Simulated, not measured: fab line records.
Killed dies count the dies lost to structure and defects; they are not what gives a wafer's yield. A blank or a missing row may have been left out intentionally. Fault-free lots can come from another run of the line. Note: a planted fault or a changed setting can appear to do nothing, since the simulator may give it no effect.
fab line records	flow n5_finfet
[record] lots = 6	wafers = 18	last_day = 18
route steps=1938 shown SDB@362
lots with no fault: from the same line, run without faults
start_h: hours from the record's opening day to when the first of the lot's shown wafers began	wait_h: how many hours have passed since the lot's step before this one	" as in the row above	L1.1+2: several wafers, shown together as one row	- either no value or no given start	* or withheld: withheld	< > ~ a bound
route shown NAME@n: a module of which the file shows steps, and the number in the route of the first	usual: the fault-free wafers' mean and standard deviation	same: alike in all rows	chamber/n: place in a boat	sites: the reading at each site	_std_site: their standard deviation	_edge_site: outer sites' mean less inner sites'	radius_mm: how far each site lies from the wafer's centre	mask NAME#n: copy n	behind: tool/chamber where the wafer was last shaped	hold: why the lot was held/for how many hours/how that ended	device: the transistor (n, p or np) that didn't switch	end of line: at the end of the route, the tests of the same wafers	a step given without rows: its recipe and nothing more	killed: count of dies lost to structure and defects at first sort (not the wafer's yield)	map: per-die view of a wafer (x killed, . not killed, _ where there is no die)
set.NAME: setting as actually run; set.NAME@STEP: the setting as run at that earlier step	model.NAME: the simulator's own value behind a step, which no gauge read
lots at selected steps of the route; one table per step, one row per wafer
services: the hour from which a tool's chamber was out of use, counted from the record's first day as start_h (under 0 if before that day), plus the number of hours and why
[[steps]]
[step N5_SDB_STRIP_19]
[recipe] chemistry = N2/H2	temp_c = 40	n2_flow_sccm = 200	h2_flow_sccm = 200	rf_frequency_hz = 6e+07
[step N5_SDB_STRIP_21]
[recipe] chemistry = CF4	resist = SiARC	power_w = 300	bias_power_w = 75	pressure_mtorr = 50	cf4_flow_sccm = 150	rf_frequency_hz = 6e+07
[usual] drypump_motor_current_A = 5.8/0.46	oes_product_au = 0.77/0.068	rf_vpp_V = 271.7/1.7	showerhead_plenum_p_Torr = 1.81/0.07	throttle_valve_pct = 13.59/0.24
lot.wafer	tool	chamber	start_h	wait_h	drypump_motor_current_A	oes_product_au	rf_hours_counter_h	rf_vpp_V	showerhead_plenum_p_Torr	throttle_valve_pct
L823.1	rie_diel-02	1	135.12	0.0	6.5	0.71	205	270.8	1.84	13.71
L823.3	"	0	"	"	5.5	0.68	238	269.6	1.70	13.66
L823.4	"	2	"	"	6.1	0.79	93	272.6	1.88	13.38
L827.3	rie_diel-01	1	158.84	0.0	5.6	0.86	44	274.0	1.90	13.33
L827.5	"	2	"	"	5.0	0.69	-	271.9	1.84	13.96
L827.6	"	3	"	"	6.2	0.78	-	272.5	1.88	13.58
L828.4	rie_diel-06	2	161.21	0.0	5.5	0.73	169	272.5	1.86	13.94
L828.5	"	1	"	"	5.0	0.91	-	270.1	1.76	13.28
L828.6	"	2	"	"	5.5	0.74	-	271.2	1.86	13.93
L829.1	rie_diel-02	3	168.68	0.0	5.9	0.75	133	269.6	1.73	13.43
L829.2	"	1	"	"	6.5	0.70	218	272.4	1.84	13.72
L829.5	"	2	"	"	6.1	0.77	-	273.6	1.88	13.42
L831.2	rie_diel-01	2	179.86	0.0	5.1	0.68	238	274.0	1.84	14.00
L831.4	"	3	"	"	6.2	0.76	129	273.4	1.88	13.59
L831.5	"	2	"	"	5.0	0.69	-	272.7	1.84	13.99
L835.2	rie_diel-01	3	205.46	0.0	6.2	0.75	140	273.3	1.87	13.62
L835.4	"	0	"	"	5.6	0.73	191	270.9	1.72	13.84
L835.5	"	2	"	"	5.0	0.69	-	272.2	1.84	14.01
[step N5_SDB_HM_OPEN_20]
[recipe] chemistry = CH3F/O2	target = SiNx	mask_material = SOC	target_depth_a = 240	stop_on = poly-Si	over_etch_frac = 0.4	ion_energy_ev = 120	pressure_mtorr = 30	source_w = 395	bias_w = 73	Ar_flow_sccm = 150	CH3F_flow_sccm = 30	O2_flow_sccm = 20
[step N5_SDB_STRIP_22]
[recipe] chemistry = N2/H2	power_w = 1000	temp_c = 250	h2_frac = 0.65	overash_fraction = 0.3	pressure_mtorr = withheld	n2_flow_sccm = 1750	h2_flow_sccm = 3250
[usual] drypump_motor_current_A = 5.7/0.41	heater_power_w = 336/27	n2_flow_sccm = 1750/5.1	oes_product_au = 0.714/0.0046	strip_time_to_endpoint_s = 96.2/0.34
lot.wafer	tool	chamber	start_h	wait_h	drypump_motor_current_A	heater_power_w	n2_flow_sccm	oes_product_au	rf_hours_counter_h	strip_time_to_endpoint_s
L823.1	plasma_asher-02	1	135.22	0.1	5.3	367	1744	0.718	104	96.2
L823.3	"	0	"	"	5.9	321	1743	0.715	-	96.5
L823.4	"	1	"	"	5.3	371	1756	0.709	-	96.6
L827.3	plasma_asher-02	1	158.98	0.1	5.3	362	1755	0.716	-	96.4
L827.5	"	1	"	"	5.3	360	1755	0.712	-	96.5
L827.6	"	0	"	"	5.9	327	1748	0.719	-	96.4
L828.4	plasma_asher-02	1	161.35	0.1	5.3	361	1752	0.715	-	96.1
L828.5	"	1	"	"	5.3	367	1753	0.712	-	96.0
L828.6	"	0	"	"	5.9	326	1760	0.714	-	95.9
L829.1	plasma_asher-01	1	168.78	0.1	5.8	319	1747	0.711	50	96.4
L829.2	"	0	"	"	6.6	289	1748	0.713	50	96.2
L829.5	"	1	"	"	5.8	334	1747	0.720	-	96.1
L831.2	plasma_asher-02	0	179.96	0.1	5.9	321	1747	0.705	113	96.9
L831.4	"	0	"	"	5.9	330	1746	0.722	-	96.4
L831.5	"	0	"	"	5.9	321	1746	0.717	-	97.0
L835.2	plasma_asher-01	0	205.57	0.1	6.6	286	1755	0.709	57	96.5
L835.4	"	1	"	"	5.8	333	1747	0.711	-	96.9
L835.5	"	0	"	"	6.6	291	1748	0.721	-	96.8
[step N5_SDB_PRECLEAN_23]
[recipe] chemistry = dHF	time_s = 30	temp_c = 25	dilution = withheld
[step N5_SDB_DUMMY_REMOVE_24]
[recipe] chemistry = TMAH	temp_c = 70	target = poly-Si	stop_on = SiO2	target_depth_nm = 142	conc_wt_pct = 5	time_s = 57	dry = ipa_marangoni	rinse_time_s = 30	rinse_temp_c = 23
[step N5_SDB_ETCH_25]
[recipe] chemistry = C4F6/O2	target = SiO2	target_depth_a = 100	time_s = 3.3	ion_energy_ev = 250	mask_material = SiNx	pressure_mtorr = 30	source_w = 345	bias_w = 185	Ar_flow_sccm = 300	C4F6_flow_sccm = 10	O2_flow_sccm = 10
[usual] C4F6_flow_sccm = 10.003/0.029	bias_w = 185.0/0.52	drypump_motor_current_A = 5.7/0.47	oes_o_777_au = 0.79/0.074	oes_product_au = 0.80/0.083	rf_vpp_V = 663/5.4	showerhead_plenum_p_Torr = 2.88/0.096	throttle_valve_pct = 21.21/0.23
lot.wafer	tool	chamber	start_h	wait_h	C4F6_flow_sccm	bias_w	drypump_motor_current_A	oes_o_777_au	oes_product_au	rf_hours_counter_h	rf_vpp_V	showerhead_plenum_p_Torr	throttle_valve_pct
L823.1	rie_diel-02	1	135.63	0.2	9.989	184.6	6.5	0.74	0.72	205	656	2.92	21.18
L823.3	"	2	"	"	10.023	185.2	6.1	0.82	0.81	93	668	2.99	21.05
L823.4	"	3	"	"	10.024	185.1	5.9	0.75	0.77	121	668	2.76	21.01
L827.3	rie_diel-01	2	159.33	0.2	10.004	185.1	5.0	0.71	0.70	231	658	2.92	21.53
L827.5	"	1	"	"	9.982	184.4	5.6	0.85	0.86	-	674	3.01	20.95
L827.6	"	2	"	"	10.000	185.7	5.0	0.71	0.70	-	656	2.92	21.50
L828.4	rie_diel-02	2	161.86	0.3	10.034	184.3	6.1	0.81	0.79	104	667	2.99	21.06
L828.5	"	3	"	"	10.003	184.5	5.9	0.75	0.77	-	668	2.75	21.04
L828.6	"	0	"	"	10.030	184.1	5.5	0.69	0.69	-	656	2.69	21.16
L829.1	rie_diel-06	3	169.01	0.0	10.017	185.3	6.4	0.76	0.77	130	663	2.85	21.42
L829.2	"	1	"	"	9.944	184.7	5.0	0.91	0.92	14	659	2.80	20.99
L829.5	"	3	"	"	10.017	185.2	6.4	0.76	0.77	-	664	2.85	21.44
L831.2	rie_diel-06	3	180.47	0.3	9.996	185.0	6.4	0.76	0.77	133	662	2.85	21.44
L831.4	"	1	"	"	9.981	184.8	5.0	0.90	0.91	17	658	2.80	20.99
L831.5	"	0	"	"	9.970	185.1	5.7	0.90	0.92	-	666	2.78	20.93
L835.2	rie_diel-01	2	205.78	0.0	9.977	185.6	5.1	0.71	0.70	241	658	2.92	21.53
L835.4	"	1	"	"	9.997	184.1	5.6	0.81	0.83	65	673	3.00	20.96
L835.5	"	0	"	"	9.983	184.9	5.6	0.73	0.73	-	656	2.73	21.45
[step N5_SDB_CUT_ETCH_26]
[recipe] chemistry = HBr/Cl2/O2	target = Si	target_depth_a = 1296	bt_time_s = 20	mask_material = SiNx	time_s = 51.8	ion_energy_ev = *	bias_w = *	pressure_mtorr = 10	icp_w = 800	HBr_flow_sccm = 150	Cl2_flow_sccm = 80	O2_flow_sccm = 12
[usual] bias_w = *	drypump_motor_current_A = 5.6/0.59	oes_o_777_au = 1.026/0.024	oes_product_au = 1.010/0.013	throttle_valve_pct = 37.1/0.31
lot.wafer	tool	chamber	start_h	wait_h	bias_w	drypump_motor_current_A	oes_o_777_au	oes_product_au	rf_hours_counter_h	throttle_valve_pct
L823.1	rie_si-06	2	135.71	0.1	*	6.3	1.012	1.012	82	37.6
L823.3	"	0	"	"	*	4.9	1.052	0.998	20	36.9
L823.4	"	3	"	"	*	4.7	1.032	1.001	186	37.1
L827.3	rie_si-06	0	159.42	0.1	*	4.9	1.048	0.998	21	36.9
L827.5	"	0	"	"	*	4.9	1.051	0.997	-	36.9
L827.6	"	1	"	"	*	6.4	1.013	1.021	-	36.9
L828.4	rie_si-02	0	161.94	0.1	*	5.3	1.051	1.024	8	36.8
L828.5	"	2	"	"	*	6.0	1.051	1.023	-	36.9
L828.6	"	1	"	"	*	5.5	1.072	1.019	-	37.3
L829.1	rie_si-04	2	169.10	0.1	*	5.5	1.022	0.993	98	37.4
L829.2	"	3	"	"	*	6.1	1.015	0.995	127	37.2
L829.5	"	1	"	"	*	5.5	0.969	0.998	-	36.5
L831.2	rie_si-06	0	180.56	0.1	*	4.9	1.049	0.998	21	36.9
L831.4	"	2	"	"	*	6.3	1.009	1.013	83	37.6
L831.5	"	1	"	"	*	6.4	1.027	1.024	-	36.9
L835.2	rie_si-06	0	205.87	0.1	*	4.9	1.048	1.001	22	36.9
L835.4	"	3	"	"	*	4.8	1.030	0.997	188	37.1
L835.5	"	1	"	"	*	6.4	1.019	1.030	-	36.9
[step N5_SDB_PRECLEAN_38]
[recipe] chemistry = dHF	time_s = 10	dilution = 750:1	temp_c = 25
[step N5_SDB_PRECLEAN_39]
[recipe] chemistry = O3/DIW	time_s = 45	temp_c = 22	o3_ppm = 10
[step N5_SDB_SRD_28]
[recipe] dry = ipa_marangoni	time_s = 30	temp_c = 23	rinse_liquid = diw
[step N5_SDB_ALD_29]
[recipe] material = SiNx	target_thk_a = 300	temp_c = 400	ald_precursor_family = SiH2I2	ald_co_reactant = N2/H2-plasma	pulse_time_s = 1	ald_cycles = 600	purge_time_s = 2	co_reactant_purge_time_s = 2	pressure_torr = 2
[usual] chamber_pressure_Torr = 2.000/0.0044	heater_power_w = 797/80	precursor_pulse_height_rel = 1.002/0.022
lot.wafer	tool	chamber	start_h	wait_h	chamber_pressure_Torr	heater_power_w	precursor_pulse_height_rel
L823.1	ald_sin-02	0	136.88	1.0	2.007	885	0.991
L823.3	"	1	"	"	2.006	831	0.989
L823.4	"	3	"	"	1.999	937	1.016
L827.3	ald_sin-02	0	160.03	0.4	2.000	895	1.025
L827.5	"	2	161.38	1.8	1.997	857	1.021
L827.6	"	3	"	"	1.998	933	1.008
L828.4	ald_sin-03	0	162.12	0.0	1.997	714	0.991
L828.5	"	1	163.47	1.4	2.004	662	0.966
L828.6	"	0	"	"	1.999	724	0.986
L829.1	ald_sin-04	1	169.32	0.0	1.993	741	0.982
L829.2	"	0	"	"	1.993	824	0.995
L829.5	"	1	170.67	1.4	2.001	735	1.018
L831.2	ald_sin-03	0	180.80	0.1	2.000	716	1.029
L831.4	"	2	"	"	2.003	785	0.986
L831.5	"	2	182.15	1.4	1.995	782	1.017
L835.2	ald_sin-04	3	206.05	0.0	1.998	741	1.042
L835.4	"	2	"	"	1.996	794	0.998
L835.5	"	1	207.40	1.4	2.004	739	0.982
[step N5_SDB_CMP_30]
[recipe] stop_on = poly-Si	t_overpolish_s = 1.54	post_cmp_clean = alkaline_brush	down_force_psi = 4.1491	platen_rpm = 51.796	pad_velocity_m_s = 1.0306	target_thk_nm = 30
[usual] head_pressure_psi = 4.148/0.0083	motor_current_A = 12.9/1.1	overpolish_run_s = 1.541/0.0093	slurry_flow_ml_min = 150.0/0.47	time_to_endpoint_s = 17.1/2.5
lot.wafer	tool	chamber	start_h	wait_h	head_pressure_psi	motor_current_A	overpolish_run_s	slurry_flow_ml_min	time_to_endpoint_s
L823.4	cmp-02	0	139.65	1.4	4.153	12.9	1.532	150.3	17.3
L823.1	"	1	"	"	4.155	13.9	1.537	149.7	18.2
L823.3	"	2	"	"	4.146	14.2	1.542	150.0	16.0
L827.3	cmp-03	1	162.76	1.4	4.149	12.3	1.547	150.2	19.1
L827.5	"	1	"	"	4.141	13.0	1.557	149.8	17.0
L827.6	"	2	"	"	4.150	14.7	1.549	150.1	20.2
L828.4	cmp-03	3	164.97	1.5	4.144	12.7	1.549	150.5	16.1
L828.5	"	0	"	"	3.015	9.6	1.543	149.5	25.3
L828.6	"	1	"	"	4.158	12.7	1.532	150.6	16.9
L829.2	cmp-04	0	172.09	1.4	4.154	13.4	1.547	149.9	17.7
L829.1	"	1	"	"	4.135	13.1	1.530	149.5	15.3
L829.5	"	0	"	"	4.157	13.1	1.548	149.8	16.4
L831.4	cmp-03	0	183.53	1.4	3.014	9.2	1.566	149.7	26.6
L831.2	"	3	"	"	4.155	12.9	1.547	149.7	18.3
L831.5	"	1	"	"	4.149	12.2	1.543	150.4	17.9
L835.2	cmp-02	0	208.78	1.4	4.155	12.6	1.546	149.7	19.4
L835.4	"	2	"	"	4.145	13.7	1.535	149.6	17.3
L835.5	"	1	"	"	4.148	13.7	1.548	150.4	16.3
[step N5_SDB_THK_MEAS_31]
[recipe] reads = a-Si_of_DUMMY_GATE_CVD_03
[usual] SDB_THK = 64.0/0.97
lot.wafer	tool	chamber	start_h	wait_h	SDB_THK[nm]
L823.1	film_metro-02	-	139.95	-	65.4
L823.3	"	-	"	"	65.5
L823.4	"	-	"	"	64.7
L827.3	film_metro-02	-	163.06	-	64.5
L827.5	"	-	"	"	65.1
L827.6	"	-	"	"	64.8
L828.4	film_metro-02	-	165.15	-	63.9
L828.5	"	-	"	"	66.8
L828.6	"	-	"	"	64.0
L829.1	film_metro-01	-	172.35	-	64.9
L829.2	"	-	"	"	62.6
L829.5	"	-	"	"	63.4
L831.2	film_metro-01	-	183.83	-	62.1
L831.4	"	-	"	"	63.3
L831.5	"	-	"	"	61.9
L835.2	film_metro-02	-	209.08	-	64.0
L835.4	"	-	"	"	62.5
L835.5	"	-	"	"	63.7
[[services]]
tool	chamber	start_h	hours	kind
rie_diel-06	1	112.08	-	clean
cmp-02	-	117.19	3.8	repair
ald_sin-04	-	134.13	3.2	repair
rie_diel-06	-	152.14	4.3	pm
rie_si-04	1	152.54	3.5	repair
ald_sin-03	-	153.63	2.8	pm
rie_diel-02	-	161.27	0.4	repair
rie_diel-02	0	168.03	-	clean
rie_diel-02	0	168.03	-	consumable_replace:focus_ring
rie_diel-02	0	168.03	-	consumable_replace:showerhead
rie_diel-02	0	168.03	16.3	scheduled_down
rie_diel-02	0	168.03	16.3	vent_cycle
cmp-02	-	172.36	4.9	pm
rie_si-04	-	174.57	2.8	pm
rie_si-04	3	177.80	7.4	repair
ald_sin-02	-	178.08	14.0	pm
rie_si-02	3	181.95	6.5	repair
rie_diel-01	2	185.30	17.7	repair
cmp-02	-	194.36	2.7	repair
cmp-04	-	194.47	1.4	repair
rie_diel-02	1	195.81	5.5	repair
rie_diel-02	3	198.03	6.0	repair
cmp-03	-	198.27	1.0	repair
rie_si-02	-	201.81	0.1	repair
[[key]]
[first_sign] step = N5_SDB_CMP_30	reading = head_pressure_psi	direction = down	sigmas = 99+	usual = 4.148	struck = 3.014
[effect] step = N5_SDB_CMP_30	reading = time_to_endpoint_s	direction = up	sigmas = 3.5	usual = *	struck = *
met_at N5_SDB_CMP_30
struck_wafers L828.5,L831.4
rows_end L831.4
[fault] kind = process_parameter_drift	tool = cmp-03	chamber = 0	onset_h = 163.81	steps = N5_SDB_CMP_30	channel = down_force_psi	offset = -1.1193	shape = step	acts_in = these_recipes_only	stated = 4.1491
// rows_end: these wafers met a further fault down the route, and their rows from its step on are left out
